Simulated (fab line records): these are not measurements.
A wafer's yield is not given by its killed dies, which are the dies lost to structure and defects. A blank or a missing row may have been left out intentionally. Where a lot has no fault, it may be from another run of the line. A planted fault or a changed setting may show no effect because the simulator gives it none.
fab line records | flow nand-harc
[record] lots = 6 wafers = 18 last-day = 27
route steps=1302 shown A_SOURCE_PLATE@414 A_ONON_D1@424 END@1302
lots with no fault: from the same line, run without faults
start-h: hours from the record's opening day to when the first of the lot's shown wafers began | wait-h: hours from the lot's prior step to this one | " repeats the value in the row above | L1.1+2: several wafers, shown together as one row | - no value, or no start was given | * or withheld: withheld | < > ~ a bound
route shown NAME@n: names a module that has steps shown in the file, with the first one's number in the route | usual: mean and standard deviation over wafers with no fault | same: alike in all rows | chamber/n: place in a boat | sites: readings site by site | _std_site: standard deviation across them | _edge_site: inner sites' mean taken away from outer sites' mean | radius-mm: for every site, how far away it sits from the centre of the wafer | mask NAME#n: copy n | behind: the tool/chamber that last shaped the wafer | hold: why the lot went on hold/how many hours it stayed there/how the hold came to an end | device: names the non-switching transistor (n, p or np) | end of line: the same wafers' tests at the end of the route | where a step has no rows: the recipe by itself | killed: dies that structure and defects cost at the first sort, which is not the same as the wafer's yield | map: dies across one wafer; x = killed, . = not, _ = none there
set.NAME: the setting the step ran with; set.NAME@STEP: the setting that earlier step ran with | model.NAME: the simulator's own value behind a step, which no gauge read
lots at selected steps of the route; one table per step, one row per wafer
services: from which hour (start-h, from the record's first day; less than 0 if before it) a tool's chamber was out of use, for how many hours, and why
[[steps]]
[step NHARC_A_SOURCE_PLATE_SRD_01]
[step NHARC_A_SOURCE_PLATE_OXIDE_02]
[recipe] target-thk-a = 100 temp-c = 900 ox-time-s = 1362 material = SiO2
[step NHARC_A_SOURCE_PLATE_THK_MEAS_09]
[recipe] thk-meas-gauge = ellipsometry
[usual] thk-nm = 9.4/0.96
// columns lot.wafer tool chamber start-h wait-h thk-nm
L110.1 film-metro-02 - 167.46 0.4 7.9
L110.5 " - " " 8.6
L110.6 " - " " 8.1
L111.1 film-metro-02 - 172.68 0.4 8.6
L111.3 " - " " 10.4
L111.4 " - " " 9.8
L116.1 film-metro-01 - 225.69 0.4 7.8
L116.2 " - " " 8.0
L116.6 " - " " 10.1
L117.2 film-metro-02 - 241.52 0.4 9.3
L117.3 " - " " 9.7
L117.5 " - " " 10.5
L126.3 film-metro-01 - 327.24 0.4 8.0
L126.4 " - " " 9.0
L126.6 " - " " 9.2
L127.1 film-metro-01 - 342.94 0.4 9.8
L127.2 " - " " 8.6
L127.4 " - " " 9.2
[step NHARC_A_SOURCE_PLATE_PVD_04]
[recipe] target-thk-a = 500 material = WSi2
[step NHARC_A_SOURCE_PLATE_CVD_03]
[recipe] target-thk-a = 2000 temp-c = 620 pressure-mtorr = 200 time-s = 4000 material = poly-Si
[step NHARC_A_SOURCE_PLATE_ANNEAL_05]
[recipe] temp-c = 850 time-s = 1800
[step NHARC_A_SOURCE_PLATE_THK_MEAS_06]
[recipe] thk-meas-gauge = ellipsometry
[usual] thk-nm = 200.2/2
// columns lot.wafer tool chamber start-h wait-h thk-nm
L110.1 film-metro-01 - 179.95 0.4 201.9
L110.5 " - " " 198.5
L110.6 " - " " 199.4
L111.1 film-metro-02 - 188.20 0.4 200.0
L111.3 " - " " 195.7
L111.4 " - " " 197.4
L116.1 film-metro-02 - 238.26 0.4 200.9
L116.2 " - " " 199.8
L116.6 " - " " 200.2
L117.2 film-metro-02 - 254.42 0.4 199.3
L117.3 " - " " 203.7
L117.5 " - " " 200.2
L126.3 film-metro-02 - 340.31 0.4 200.4
L126.4 " - " " 199.5
L126.6 " - " " 200.9
L127.1 film-metro-01 - 358.62 0.4 199.3
L127.2 " - " " 199.1
L127.4 " - " " 199.9
[step NHARC_A_SOURCE_PLATE_INSPECT_08]
[usual] raw-defect-count = 62/26
// columns lot.wafer tool chamber start-h wait-h raw-defect-count
L110.1 defect-inspect-02 - 180.05 0.0 60
L110.5 " - " " 63
L110.6 " - " " 40
L111.1 defect-inspect-01 - 188.26 0.0 59
L111.3 " - " " 72
L111.4 " - " " 96
L116.1 defect-inspect-01 - 238.36 0.0 127
L116.2 " - " " 181
L116.6 " - " " 90
L117.2 defect-inspect-02 - 254.50 0.0 44
L117.3 " - " " 81
L117.5 " - " " 31
L126.3 defect-inspect-01 - 340.42 0.0 55
L126.4 " - " " 138
L126.6 " - " " 46
L127.1 defect-inspect-02 - 358.68 0.0 19
L127.2 " - " " 56
L127.4 " - " " 48
[step NHARC_A_ONON_D1_DEP_00]
[recipe] target-thk-a = 10000 n2-flow-sccm = 2750 n2o-flow-sccm = 2000 nh3-flow-sccm = 500 sih4-flow-sccm = 210 temp-c = 400
[step NHARC_A_ONON_D1_THK_MEAS_02]
[recipe] thk-meas-gauge = ellipsometry
[usual] thk-nm = 1000/7.7
// columns lot.wafer tool chamber start-h wait-h thk-nm
L110.1 film-metro-02 - 180.63 - 993
L110.5 " - " " 993
L110.6 " - " " 993
L111.1 film-metro-01 - 188.84 - 996
L111.3 " - " " 997
L111.4 " - " " 997
L116.1 film-metro-01 - 238.94 - 985
L116.2 " - " " 985
L116.6 " - " " 985
L117.2 film-metro-02 - 255.09 - 1003
L117.3 " - " " 1004
L117.5 " - " " 1001
L126.3 film-metro-01 - 340.99 - 1003
L126.4 " - " " 1001
L126.6 " - " " 1002
L127.1 film-metro-01 - 359.26 - 995
L127.2 " - " " 995
L127.4 " - " " 996
[step NHARC_A_ONON_D1_DEP_03]
[recipe] target-thk-a = 10000 n2-flow-sccm = 2750 n2o-flow-sccm = 2000 nh3-flow-sccm = 500 sih4-flow-sccm = 210 temp-c = 400
[usual] susceptor-temp-C = 400.03/0.25
// columns lot.wafer tool chamber start-h wait-h susceptor-temp-C
L110.1 pecvd-onon-02 0 180.69 0.1 400.14
L110.5 " 0 " " 400.38
L110.6 " 0 " " 399.99
L111.1 pecvd-onon-03 0 188.90 0.1 399.52
L111.3 " 0 " " 399.70
L111.4 " 0 " " 399.55
L116.1 pecvd-onon-04 0 239.14 0.2 399.87
L116.2 " 0 " " 400.36
L116.6 " 0 " " 400.18
L117.2 pecvd-onon-02 0 255.20 0.1 400.30
L117.3 " 0 " " 400.26
L117.5 " 0 " " 400.28
L126.3 pecvd-onon-03 0 341.16 0.2 400.38
L126.4 " 0 " " 400.10
L126.6 " 0 " " 400.47
L127.1 pecvd-onon-03 0 359.31 0.1 400.01
L127.2 " 0 " " 400.25
L127.4 " 0 " " 400.10
[step NHARC_A_ONON_D1_THK_MEAS_05]
[recipe] thk-meas-gauge = ellipsometry
[usual] thk-nm = 998/9.9
// columns lot.wafer tool chamber start-h wait-h hold thk-nm
L110.1 film-metro-01 - 181.20 - - 1000
L110.5 " - " " - 1001
L110.6 " - " " - 1002
L111.1 film-metro-02 - 189.41 - - 1001
L111.3 " - " " - 1001
L111.4 " - " " - 999
L116.1 film-metro-02 - 239.65 - - 992
L116.2 " - " " - 991
L116.6 " - " " - 992
L117.2 film-metro-01 - 255.65 - - 1012
L117.3 " - " " - 1012
L117.5 " - " " - 1012
L126.3 film-metro-01 - 341.56 - await-dispo/0.2h/release 455
L126.4 " - " " await-dispo/0.2h/release 454
L126.6 " - " " await-dispo/0.2h/release 454
L126.3 film-metro-01 - 341.73 0.2 - 453
L126.4 " - " " - 455
L126.6 " - " " - 455
L127.1 film-metro-01 - 359.82 - await-dispo/0.2h/release 456
L127.2 " - " " await-dispo/0.2h/release 455
L127.4 " - " " await-dispo/0.2h/release 456
L127.1 film-metro-01 - 359.99 0.2 - 457
L127.2 " - " " - 456
L127.4 " - " " - 457
[step NHARC_END_SORT_01]
[recipe] temp-c = 25
[usual] defect-limited-yield = 90.2/2.3 killed-at-array = 62/15 killed-at-other = 0.8/1 killed-at-periphery = 3.7/2.6 killed-dies = 66/15 killed-open = 3.1/1.8 killed-short = 2.6/1.7
[same] gross-dies = 677
// columns lot.wafer tool chamber start-h wait-h defect-limited-yield[%] killed-at-array killed-at-other killed-at-periphery killed-dies killed-open killed-short
L110.1 prober-02 0 574.44 2.4 89.1 67 1 6 74 0 6
L110.5 prober-02 0 577.62 3.7 87.1 77 3 7 87 4 5
L110.6 prober-02 0 578.42 4.0 88.9 69 1 5 75 5 2
// killed by level:class
L110.1 A_CHANNEL_HOLE_D1:chamber-film-flake=27 A_SLIT:chamber-film-flake=20 A_CHANNEL_HOLE_D2:chamber-film-flake=6 P_M1:chamber-film-flake=4 A_DECK1_JOINT:chamber-film-flake=2 A_STAIRCASE:chamber-film-flake=2 A_WL_FILL:chamber-film-flake=2 A_ONON_D1:geometric-particle:short=1
L110.5 A_CHANNEL_HOLE_D1:chamber-film-flake=38 A_SLIT:chamber-film-flake=23 A_CHANNEL_HOLE_D2:chamber-film-flake=5 P_CONTACT:chamber-film-flake=2 P_M1:chamber-film-flake=2 A_STAIRCASE:chamber-film-flake=2 THIN_TSV:chamber-film-flake=2 P_CONTACT:geometric-particle:short=1
L110.6 A_CHANNEL_HOLE_D1:chamber-film-flake=29 A_SLIT:chamber-film-flake=24 A_CHANNEL_HOLE_D2:chamber-film-flake=6 A_WL_FILL:chamber-film-flake=3 P_CONTACT:chamber-film-flake=2 P_M0:geometric-particle:open=1 P_M1:geometric-particle:open=1 A_CHANNEL_FILL_D2:geometric-particle:short=1
[[services]]
// columns tool chamber start-h hours kind
pecvd-onon-02 - 185.00 13.0 pm
pecvd-onon-03 - 227.35 13.0 pm
pecvd-onon-04 - 311.32 13.0 pm
[[key]]
[first-sign] step = NHARC_A_ONON_D1_THK_MEAS_05 reading = visit direction = added
[effect] step = NHARC_A_ONON_D1_THK_MEAS_05 reading = thk-nm direction = down sigmas = 55 usual = 998 struck = 455
met-at NHARC_A_ONON_D1_DEP_03
struck-wafers L126.3,L126.4,L126.6,L127.1,L127.2,L127.4
scrapped-behind NHARC_A_ONON_D1_THK_MEAS_05 L126.3,L126.4,L126.6,L127.1,L127.2,L127.4
onset-between 188.90 341.16
also-fits time
[fault] kind = process-parameter-drift tool = pecvd-onon-03 chamber = - onset-h = 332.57 steps = NHARC_A_ONON_D1_DEP_03 channel = target-thk-a offset = * shape = step end-h = 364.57 acts-in = * stated = *
